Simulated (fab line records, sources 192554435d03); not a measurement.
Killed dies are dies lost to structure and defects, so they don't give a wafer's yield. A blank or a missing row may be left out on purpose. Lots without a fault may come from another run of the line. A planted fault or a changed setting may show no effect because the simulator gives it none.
fab line records | flow n5_finfet
record lots=10 wafers=28 last_day=18
route steps=1938 shown BEOL_M3@996 BEOL_M4@1111 PASSIVATION@1936
lots that met no fault: from a run of the same line without faults
start_h: hours from the record's first day to the start of the lot's first wafer shown | wait_h: hours since the lot's step before | " the same as in the row above | L1.1+2: a row that stands for several wafers | - no value, or no start given | * or withheld: withheld | < > ~ a bound
route shown NAME@n: a module of which the file shows steps, and the number in the route of the first | usual: mean/standard deviation of fault-free wafers | same: alike in all rows | chamber/n: place in a boat | sites: the reading at each site | _std_site: their standard deviation | _edge_site: outer sites' mean less inner sites' | radius_mm: how far each site lies from the wafer's centre | mask NAME#n: copy n | behind: the tool/chamber that last shaped the wafer | hold: why the lot was held/for how many hours/how that ended | device: the transistor (n, p or np) that didn't switch | end of line: the same wafers' tests at the end of the route | a step without rows: its recipe alone | killed: dies lost to structure and defects at the first sort, not the wafer's yield | map: a wafer's dies, x killed, . not, _ none there
set.NAME: the setting as run; set.NAME@STEP: as run at that earlier step | model.NAME: the simulator's own value behind a step, which no gauge read
steps of the route over a sample of lots; a table a step, a row a wafer
services: from which hour (start_h, from the record's first day; less than 0 if before it) a tool's chamber was out of use, for how many hours, and why
## steps
# step N5_BEOL_M3_SPUTTER_79
# recipe material=Cu target_thk_a=45 temp_c=-20 chamber_pressure_pa=0.07 power_w=withheld time_s=8.29
# usual substrate_temp_c=-20.00/0.11 throttle_valve_pct=30.4/1.2
# columns lot.wafer tool chamber start_h wait_h substrate_temp_c throttle_valve_pct
L655.1 pvd_sputter-02 - 149.82 0.1 -19.97 29.3
L655.3 " - " " -20.01 30.5
L655.6 " - " " -19.82 29.0
L656.1 pvd_sputter-01 - 162.21 0.1 -19.99 30.5
L656.3 " - " " -20.13 28.7
L656.4 " - " " -19.92 30.3
L657.1 pvd_sputter-01 - 179.86 0.1 -20.12 31.3
L657.3 " - " " -20.10 30.3
L657.6 " - " " -20.03 32.1
L661.2 pvd_sputter-02 - 192.82 0.1 -19.91 29.0
L661.4 " - " " -20.12 31.0
L661.5 " - " " -19.97 30.8
L666.5 pvd_sputter-01 - 218.43 0.0 -20.14 28.3
L666.6 " - " " -20.02 29.9
L667.1 pvd_sputter-02 - 238.72 0.1 -19.90 31.0
L667.3 " - " " -19.90 29.1
L667.4 " - " " -20.04 30.3
L670.1 pvd_sputter-03 - 246.76 0.1 -19.95 28.4
L670.5 " - " " -19.98 29.0
L670.6 " - " " -19.88 31.7
L671.1 pvd_sputter-02 - 259.85 0.1 -19.72 30.4
L671.3 " - " " -20.03 29.0
L671.5 " - " " -19.94 30.9
L676.2 pvd_sputter-03 - 286.80 0.1 -19.84 28.6
L676.4 " - " " -20.04 29.2
L676.6 " - " " -19.75 28.3
L677.5 pvd_sputter-02 - 290.09 0.0 -19.96 30.9
L677.6 " - " " -20.18 30.3
# step N5_BEOL_M3_SPUTTER_86
# recipe material=Cu target_thk_a=45 temp_c=-20 chamber_pressure_pa=0.07 power_w=withheld time_s=8.29
# usual substrate_temp_c=-20.01/0.1 throttle_valve_pct=30.3/1.3
# columns lot.wafer tool chamber start_h wait_h substrate_temp_c throttle_valve_pct
L655.1 pvd_sputter-02 - 150.26 0.1 -20.05 28.9
L655.3 " - " " -20.14 30.7
L655.6 " - " " -19.89 28.9
L656.1 pvd_sputter-01 - 162.65 0.1 -19.83 30.4
L656.3 " - " " -19.92 28.4
L656.4 " - " " -20.03 30.0
L657.1 pvd_sputter-01 - 180.30 0.1 -19.91 31.2
L657.3 " - " " -20.07 30.0
L657.6 " - " " -20.00 32.1
L661.2 pvd_sputter-02 - 193.26 0.1 -20.01 29.4
L661.4 " - " " -19.96 31.0
L661.5 " - " " -19.87 31.1
L666.5 pvd_sputter-01 - 218.87 0.0 -20.09 28.3
L666.6 " - " " -19.98 30.2
L667.1 pvd_sputter-02 - 239.16 0.1 -19.97 31.1
L667.3 " - " " -19.97 28.9
L667.4 " - " " -19.77 30.2
L670.1 pvd_sputter-03 - 247.20 0.1 -20.11 28.5
L670.5 " - " " -20.01 28.9
L670.6 " - " " -20.02 31.5
L671.1 pvd_sputter-02 - 260.29 0.1 -19.89 29.9
L671.3 " - " " -19.99 28.9
L671.5 " - " " -20.12 30.6
L676.2 pvd_sputter-03 - 287.24 0.1 -20.11 28.7
L676.4 " - " " -20.03 28.8
L676.6 " - " " -20.04 28.6
L677.5 pvd_sputter-02 - 290.53 0.0 -19.85 31.1
L677.6 " - " " -20.24 30.1
# step N5_BEOL_M3_ANNEAL_89
# recipe temp_c=400 time_s=240 ambient=vacuum
# usual heater_power_w=824/100
# columns lot.wafer tool chamber start_h wait_h heater_power_w
L655.1 pvd_sputter-02 - 150.56 0.0 755
L655.3 " - " " 1030
L655.6 " - " " 755
L656.1 pvd_sputter-01 - 162.95 0.0 781
L656.3 " - " " 739
L656.4 " - " " 780
L657.1 pvd_sputter-01 - 180.60 0.0 946
L657.3 " - " " 829
L657.6 " - " " 798
L661.2 pvd_sputter-02 - 193.56 0.0 757
L661.4 " - " " 708
L661.5 " - " " 723
L666.5 pvd_sputter-01 - 219.20 0.1 756
L666.6 " - " " 798
L667.1 pvd_sputter-02 - 239.46 0.0 720
L667.3 " - " " 754
L667.4 " - " " 806
L670.1 pvd_sputter-03 - 247.50 0.0 753
L670.5 " - " " 926
L670.6 " - " " 713
L671.1 pvd_sputter-02 - 260.59 0.0 763
L671.3 " - " " 751
L671.5 " - " " 1056
L676.2 pvd_sputter-03 - 287.54 0.0 760
L676.4 " - " " 952
L676.6 " - " " 760
L677.5 pvd_sputter-02 - 290.86 0.1 731
L677.6 " - " " 785
# step N5_BEOL_M3_DEP_57
# recipe material=SiCN target_thk_a=80 temp_c=withheld precursor=3MS/NH3 pressure_torr=3 rf_w=202 time_s=14
# usual showerhead_plenum_p_Torr=3.663/0.008 showerhead_vpp_V=863/39 throttle_valve_pct=8.9/0.49
# columns lot.wafer tool chamber start_h wait_h showerhead_plenum_p_Torr showerhead_vpp_V throttle_valve_pct
L655.1 pecvd-04 2 153.48 0.0 3.657 892 8.1
L655.3 " 0 " " 3.661 888 9.4
L655.6 " 1 " " 3.654 858 9.1
L656.1 pecvd-03 1 174.19 0.0 3.657 919 9.1
L656.3 " 2 " " 3.662 858 8.9
L656.4 " 0 " " 3.659 789 9.8
L657.1 pecvd-03 1 185.29 0.0 3.653 913 9.0
L657.3 " 2 " " 3.669 882 8.5
L657.6 " 1 " " 3.654 916 9.0
L661.2 pecvd-03 1 195.34 0.0 3.665 930 8.9
L661.4 " 2 " " 3.677 881 8.5
L661.5 " 0 " " 3.656 773 9.4
L666.5 pecvd-02 0 220.93 0.0 3.665 892 9.3
L666.6 " 2 " " 3.658 873 8.8
L667.1 pecvd-02 1 241.32 0.0 3.651 824 8.3
L667.3 " 2 " " 3.676 871 8.6
L667.4 " 1 " " 3.657 831 8.6
L670.1 pecvd-02 0 249.33 0.0 3.675 895 9.5
L670.5 " 2 " " 3.676 873 8.7
L670.6 " 0 " " 3.663 894 9.4
L671.1 pecvd-02 1 262.38 0.0 3.670 833 8.2
L671.3 " 2 " " 3.664 888 8.9
L671.5 " 0 " " 3.662 899 9.3
L677.5 pecvd-03 0 292.68 0.0 3.654 769 9.5
L677.6 " 2 " " 3.676 875 8.4
L676.2 pecvd-04 0 298.16 0.0 3.645 879 9.4
L676.4 " 0 " " 3.664 891 9.5
L676.6 " 1 " " 3.655 854 8.8
# step N5_BEOL_M3_INSPECT_59
# recipe inspect_instrument=darkfield mode=post_dep
# usual raw_defect_count=72/31
# columns lot.wafer tool chamber start_h wait_h raw_defect_count
L655.1 defect_inspect-01 - 153.57 0.0 103
L655.3 " - " " 55
L655.6 " - " " 94
L656.1 defect_inspect-01 - 174.29 0.0 55
L656.3 " - " " 102
L656.4 " - " " 54
L657.1 defect_inspect-01 - 185.38 0.0 67
L657.3 " - " " 63
L657.6 " - " " 66
L661.2 defect_inspect-02 - 195.43 0.0 46
L661.4 " - " " 55
L661.5 " - " " 124
L666.5 defect_inspect-01 - 221.01 0.0 60
L666.6 " - " " 46
L667.1 defect_inspect-02 - 241.42 0.0 57
L667.3 " - " " 61
L667.4 " - " " 79
L670.1 defect_inspect-02 - 249.42 0.0 52
L670.5 " - " " 341
L670.6 " - " " 107
L671.1 defect_inspect-02 - 262.47 0.0 47
L671.3 " - " " 338
L671.5 " - " " 121
L677.5 defect_inspect-01 - 292.77 0.0 97
L677.6 " - " " 92
L676.2 defect_inspect-02 - 298.27 0.0 59
L676.4 " - " " 48
L676.6 " - " " 48
# step N5_BEOL_M4_RC_MEAS_101
# usual DIBL_N=35.7/1.5 DIBL_P=35.7/2 IOFF_N=0.155/0.026 IOFF_P=0.20/0.031 ION_N=675/11 ION_P=462/7.1 SS_N=71.3/0.57 SS_P=73.1/0.56 VT_N=250/3 VT_P=-251/3
# columns lot.wafer tool chamber start_h wait_h DIBL_N[mV/V] DIBL_P[mV/V] IOFF_N[nA/um] IOFF_P[nA/um] ION_N[uA/um] ION_P[uA/um] SS_N[mV/dec] SS_P[mV/dec] VT_N[mV] VT_P[mV]
L655.1 prober-02 0 175.87 0.0 36.7 36.3 0.153 0.21 667 459 71.6 72.7 251 -252
L655.3 " 0 " " 37.2 36.8 0.171 0.23 673 459 71.7 73.6 250 -249
L655.6 " 0 " " 35.3 34.4 0.142 0.18 666 461 71.2 72.6 252 -251
L656.1 prober-01 0 185.28 0.0 37.9 38.4 0.208 0.24 696 472 72.1 73.4 245 -247
L656.3 " 0 " " 37.5 37.2 0.182 0.23 671 461 71.8 73.3 247 -248
L656.4 " 0 " " 35.9 36.3 0.166 0.22 688 474 70.9 73.4 247 -249
L657.1 prober-02 0 194.13 0.0 34.0 33.8 0.141 0.19 683 462 71.2 72.1 250 -250
L657.3 " 0 " " 36.0 37.2 0.186 0.26 685 468 71.9 73.3 245 -246
L657.6 " 0 " " 33.7 33.5 0.142 0.19 678 465 70.4 72.3 249 -250
L661.2 prober-01 0 216.71 0.2 36.2 37.5 0.178 0.24 685 470 71.6 72.9 246 -247
L661.4 " 0 " " 37.4 38.2 0.200 0.24 684 469 71.5 73.6 245 -246
L661.5 " 0 " " 35.3 36.8 0.169 0.22 686 475 70.8 72.9 247 -250
L666.5 prober-02 0 234.34 0.6 34.3 32.8 0.128 0.16 664 452 70.4 73.3 251 -253
L666.6 " 0 " " 36.0 35.0 0.170 0.20 689 464 71.7 73.6 246 -251
L667.1 prober-01 0 252.89 0.0 35.4 35.9 0.176 0.23 693 478 71.7 73.7 246 -247
L667.3 " 0 " " 34.8 35.0 0.153 0.21 682 471 70.9 73.1 249 -248
L667.4 " 0 " " 34.9 34.9 0.155 0.21 678 470 70.7 73.3 248 -250
L670.1 prober-02 0 260.39 0.0 37.2 36.8 0.162 0.21 670 459 71.5 73.0 253 -248
L670.5 " 0 " " 37.9 38.4 0.173 0.23 679 462 71.5 73.5 250 -249
L670.6 " 0 " " 36.4 36.6 0.152 0.21 672 456 72.0 72.5 251 -250
L671.1 prober-01 0 277.73 0.0 36.7 36.3 0.157 0.21 682 472 72.4 72.9 248 -248
L671.3 " 0 " " 37.4 37.0 0.171 0.23 683 469 72.5 73.6 248 -247
L671.5 " 0 " " 37.1 36.7 0.169 0.23 677 467 71.9 73.5 246 -247
L676.2 prober-02 0 312.09 0.2 31.0 29.9 0.093 0.14 657 459 69.6 71.6 255 -254
L676.4 " 0 " " 36.2 35.2 0.162 0.20 678 460 71.8 73.4 248 -250
L676.6 " 0 " " 37.6 38.5 0.201 0.26 679 464 71.5 73.3 249 -248
L677.5 prober-01 0 312.16 0.6 36.4 38.0 0.163 0.20 666 459 71.1 73.1 246 -252
L677.6 " 0 " " 37.0 39.4 0.172 0.22 676 464 71.1 73.1 249 -251
# step N5_PASSIVATION_PROBE_49
# usual defect_limited_yield=91.4/1.5 killed_at_M0_to_M3=34/10 killed_at_M4_up=15/6 killed_at_contacts=12/6 killed_at_front_end=37/11 killed_at_other=3.3/2.8 killed_dies=101/18 killed_open=66/14 killed_short=33/7.8 sort_bin_5_function=5.0/0.97 sort_bin_6_memory=3.2/0.72 sort_n_pass=1079/18 sort_yield_pct=91.4/1.5
# same gross_dies=1180 killed_at_back_side=0 sort_bin_4_leakage[%]=0 sort_bin_8_speed[%]=0
# columns lot.wafer tool chamber start_h wait_h defect_limited_yield[%] killed_at_M0_to_M3 killed_at_M4_up killed_at_contacts killed_at_front_end killed_at_other killed_dies killed_open killed_short sort_bin_5_function[%] sort_bin_6_memory[%] sort_n_pass sort_yield_pct[%]
L661.2 prober-02 - 321.89 0.1 91.9 39 11 21 25 0 96 58 36 4.7 2.9 1084 91.9
L661.4 prober-02 - 321.99 0.2 89.5 54 11 15 40 4 124 80 43 6.8 3.3 1056 89.5
L661.5 prober-02 - 322.04 0.2 91.0 48 18 18 20 2 106 74 31 5.3 3.2 1074 91.0
L666.5 prober-01 - 348.12 0.2 88.6 36 22 10 65 2 135 92 38 6.6 3.9 1045 88.6
L666.6 prober-01 - 348.17 0.3 89.4 49 26 8 42 0 125 87 37 6.1 4.3 1055 89.4
L670.1 prober-02 - 369.37 0.0 90.8 34 13 27 33 2 109 83 26 5.0 4.0 1071 90.8
L670.5 prober-02 - 369.57 0.2 80.6 143 18 12 50 6 229 81 40 12.0 5.3 951 80.6
L670.6 prober-02 - 369.62 0.3 89.0 46 26 15 37 6 130 91 38 7.2 3.6 1050 89.0
L671.1 prober-01 - 385.66 0.0 93.6 22 11 6 33 4 76 52 20 3.6 2.3 1104 93.6
L671.3 prober-01 - 385.76 0.1 85.9 116 11 12 25 2 166 43 25 8.8 4.3 1014 85.9
L671.5 prober-01 - 385.86 0.2 92.0 24 13 8 47 2 94 67 24 4.6 2.8 1086 92.0
# killed by level:class
L661.2 MOL_CONTACT_COAG:geometric_particle:open=16 BEOL_M0_SAQP:geometric_particle:open=14 BEOL_M0_SAQP:geometric_particle:short=11 BEOL_M1:geometric_particle:open=7 MOL_CONTACT_COAG:geometric_particle:short=5 STARTING-WAFER:geometric_particle:short=5 FIN_SAQP:geometric_particle:open=4 BEOL_M3:geometric_particle:open=4
L661.4 BEOL_M0_SAQP:geometric_particle:open=16 MOL_CONTACT_COAG:geometric_particle:open=13 FIN_SAQP:geometric_particle:open=10 BEOL_M0_SAQP:geometric_particle:short=10 BEOL_M1:geometric_particle:open=9 DUMMY_GATE:geometric_particle:open=6 BEOL_M0:geometric_particle:short=6 BEOL_M3:geometric_particle:open=6
L661.5 MOL_CONTACT_COAG:geometric_particle:open=11 BEOL_M0_SAQP:geometric_particle:short=11 BEOL_M2:geometric_particle:open=10 DUMMY_GATE:geometric_particle:open=9 BEOL_M0_SAQP:geometric_particle:open=8 MOL_CONTACT_COAG:geometric_particle:short=7 BEOL_M1:geometric_particle:open=7 BEOL_M4:geometric_particle:open=7
L666.5 FIN_SAQP:geometric_particle:open=18 BEOL_M4:geometric_particle:open=16 STI_FIN_REVEAL:geometric_particle:open=13 FIN_SAQP:geometric_particle:short=12 BEOL_M3:geometric_particle:open=11 MOL_CONTACT_COAG:geometric_particle:open=8 BEOL_M0_SAQP:geometric_particle:short=8 BEOL_M0_SAQP:geometric_particle:open=5
L666.6 BEOL_M4:geometric_particle:open=19 BEOL_M3:geometric_particle:open=13 FIN_SAQP:geometric_particle:open=9 STI_FIN_REVEAL:geometric_particle:open=9 BEOL_M0_SAQP:geometric_particle:short=9 MOL_CONTACT_COAG:geometric_particle:open=8 BEOL_M2:geometric_particle:open=7 BEOL_M0_SAQP:geometric_particle:open=7
L670.1 MOL_CONTACT_COAG:geometric_particle:open=21 BEOL_M3:geometric_particle:open=10 STI_FIN_REVEAL:geometric_particle:open=8 FIN_SAQP:geometric_particle:open=6 MOL_CONTACT_COAG:geometric_particle:short=6 BEOL_M0_SAQP:geometric_particle:open=6 BEOL_M2:geometric_particle:open=5 BEOL_M1:geometric_particle:open=5
L670.5 BEOL_M3:unspecified=107 BEOL_M4:geometric_particle:open=14 FIN_SAQP:geometric_particle:open=10 BEOL_M1:geometric_particle:open=9 BEOL_M0_SAQP:geometric_particle:open=8 MOL_CONTACT_COAG:geometric_particle:open=8 STI_FIN_REVEAL:geometric_particle:open=7 FIN_SAQP:geometric_particle:short=6
L670.6 BEOL_M4:geometric_particle:open=17 BEOL_M0_SAQP:geometric_particle:open=11 BEOL_M3:geometric_particle:open=11 MOL_CONTACT_COAG:geometric_particle:open=10 GATE_CUT:geometric_particle:short=6 FIN_SAQP:geometric_particle:open=5 STI_FIN_REVEAL:geometric_particle:open=5 DUMMY_GATE:geometric_particle:open=5
L671.1 FIN_SAQP:geometric_particle:open=6 BEOL_M0_SAQP:geometric_particle:open=6 BEOL_M0_SAQP:geometric_particle:short=6 STI_FIN_REVEAL:geometric_particle:open=5 DUMMY_GATE:geometric_particle:open=5 MOL_CONTACT_COAG:geometric_particle:open=4 BEOL_M2:geometric_particle:open=4 HKMG_FIN:area_etch=4
L671.3 BEOL_M3:unspecified=98 MOL_CONTACT_COAG:geometric_particle:open=8 STI_FIN_REVEAL:geometric_particle:open=7 FIN_SAQP:geometric_particle:short=5 BEOL_M0_SAQP:geometric_particle:open=5 FIN_SAQP:geometric_particle:open=4 MOL_CONTACT_COAG:geometric_particle:short=4 STI_FIN_REVEAL:geometric_particle:short=3
L671.5 STI_FIN_REVEAL:geometric_particle:open=20 BEOL_M0_SAQP:geometric_particle:short=9 FIN_SAQP:geometric_particle:open=7 MOL_CONTACT_COAG:geometric_particle:open=7 BEOL_M0_SAQP:geometric_particle:open=5 BEOL_M3:geometric_particle:open=5 FIN_SAQP:geometric_particle:short=3 STI_FIN_REVEAL:geometric_particle:short=3
## services
# columns tool chamber start_h hours kind
pecvd-03 - 142.42 14.6 pm
pvd_sputter-03 - 144.93 4.2 repair
pecvd-02 0 156.95 2.1 scheduled_down
pecvd-04 2 165.21 5.5 scheduled_down
pecvd-04 1 178.00 2.1 scheduled_down
pvd_sputter-03 - 178.36 1.0 repair
pecvd-04 2 180.13 2.1 scheduled_down
pecvd-03 2 209.24 13.2 repair
pecvd-02 1 209.88 2.1 scheduled_down
pecvd-04 0 214.44 25.6 repair
pecvd-02 2 223.44 4.2 repair
pecvd-04 2 242.61 6.9 repair
pecvd-03 1 260.12 40.9 repair
pecvd-03 - 276.82 6.0 pm
pecvd-02 2 278.43 2.1 scheduled_down
pecvd-04 2 289.93 9.3 repair
pecvd-02 - 292.26 5.5 pm
## key
first_sign step=N5_BEOL_M3_INSPECT_59 reading=raw_defect_count direction=up sigmas=8.7 usual=72 struck=340
effect step=N5_PASSIVATION_PROBE_49 reading=killed_at_M0_to_M3 direction=up sigmas=9.1 usual=34 struck=130
more_kills_born_at N5_BEOL_M3_DEP_57@pecvd-02=205
met_at N5_BEOL_M3_DEP_57
struck_lots L670,L671
struck_wafers L670.5,L671.3
not_acting_at N5_BEOL_M3_SPUTTER_79,N5_BEOL_M3_SPUTTER_86,N5_BEOL_M3_ANNEAL_89
onset_between 241.32 249.33
fault kind=chamber_particle_source tool=pecvd-02 chamber=2 onset_h=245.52 steps=N5_BEOL_M3_DEP_57 rate_per_visit_cm2=0.46789 end_h=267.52
